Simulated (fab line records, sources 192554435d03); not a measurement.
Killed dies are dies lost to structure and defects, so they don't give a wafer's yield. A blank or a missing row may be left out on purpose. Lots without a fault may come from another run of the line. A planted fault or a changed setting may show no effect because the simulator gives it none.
Split-lot experiment | flow n5_finfet | 7 lots, 21 wafers read, on a route of 1938 steps

THE SPLIT
At N5_MOL_CONTACT_COAG_ETCH_105 (etches SiARC in CF4, target depth 15.6 nm, time 26 s), the setting bias_w was moved away from the recipe's 36 W on 11 of the 21 wafers read, by -17.7% to +7.1%. The other wafers ran this setting at the recipe's value.

The reading is taken at the split's own step.

THE READING
rf_vpp_V, in V, at N5_MOL_CONTACT_COAG_ETCH_105 (etches SiARC in CF4, target depth 15.6 nm, time 26 s). Fault-free wafers of this fab line usually give 184.0 V, standard deviation 0.94 V.

wafer  | tool, chamber at the split | bias_w as run, W | against the recipe | rf_vpp_V, V | against lot-mates on the recipe
L076.1 | rie_diel-06, 3             | 36               | recipe             | 183.5       | -
L076.5 | rie_diel-06, 2             | 29.64            | -17.7%             | 163.0       | -20.5
L076.6 | rie_diel-06, 1             | 29.64            | -17.7%             | 163.8       | -19.7
L078.1 | rie_diel-06, 0             | 36               | recipe             | 185.2       | -
L078.2 | rie_diel-06, 1             | 36               | recipe             | 184.7       | -
L078.4 | rie_diel-06, 3             | 37.87            | +5.2%              | 191.7       | +6.8
L080.1 | rie_diel-05, 0             | 36               | recipe             | 184.7       | -
L080.2 | rie_diel-05, 1             | 36               | recipe             | 184.8       | -
L080.5 | rie_diel-05, 2             | 30.09            | -16.4%             | 162.4       | -22.3
L084.2 | rie_diel-03, 3             | 36               | recipe             | 184.1       | -
L084.3 | rie_diel-03, 1             | 36               | recipe             | 183.0       | -
L084.6 | rie_diel-03, 1             | 36               | recipe             | 184.1       | -
L090.1 | rie_diel-03, 3             | 36               | recipe             | 184.0       | -
L090.3 | rie_diel-03, 0             | 38.55            | +7.1%              | 192.6       | +8.6
L090.5 | rie_diel-03, 1             | 38.55            | +7.1%              | 192.3       | +8.3
L093.1 | rie_diel-05, 2             | 33.46            | -7.1%              | 173.7       | -11.2
L093.3 | rie_diel-05, 3             | 33.46            | -7.1%              | 175.4       | -9.5
L093.4 | rie_diel-05, 1             | 36               | recipe             | 184.9       | -
L095.1 | rie_diel-03, 0             | 33.6             | -6.7%              | 176.4       | no lot-mate on the recipe
L095.3 | rie_diel-03, 2             | 33.6             | -6.7%              | 176.8       | no lot-mate on the recipe
L095.6 | rie_diel-03, 2             | 33.6             | -6.7%              | 175.9       | no lot-mate on the recipe

THE FIT
A straight line over all 21 wafers: rf_vpp_V changes by +1.23 V for each +1% of bias_w; r = +1.00; the points scatter about the line by 0.88 V.
The same after taking each lot's own level away (the mean of its wafers on the recipe; 18 wafers): +1.22 V for each +1%; r = +0.99; scatter 1.1 V.
On that fit, the largest move of bias_w shifts the reading by 22 V.
The lots' own levels span 183.50 to 184.95 V, that is 1.5 times the standard deviation above.
So the lot-to-lot level changes the slope little: the two slopes agree.
Check: with one of the wafers moved furthest among these (-17.7%) left out of the fit, the line predicts -22.3 V for it against its lot-mates. It came out at -20.5 V against them.
Tool readings at the split's step, against how far the setting was moved: rf_vpp_V r = +1.00.

OTHER SPLITS ON THESE WAFERS
These wafers also went through other splits before the reading. Each is held against what the fit with the lots' levels taken away leaves over:
other split on the same wafers | wafers away from the commonest value | r with rf_vpp_V (lot level and that fit taken away)
N5_SDB_COAT_03 spin_rpm        | 10                                   | +0.16
N5_HKMG_FIN_ETCH_54 source_w   | 6                                    | +0.09
N5_HKMG_FIN_COAT_30 spin_rpm   | 4                                    | +0.19

THE FILE'S OWN FIT
rf_vpp_V changes by +1.26 V for each +1% of bias_w, r = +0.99.
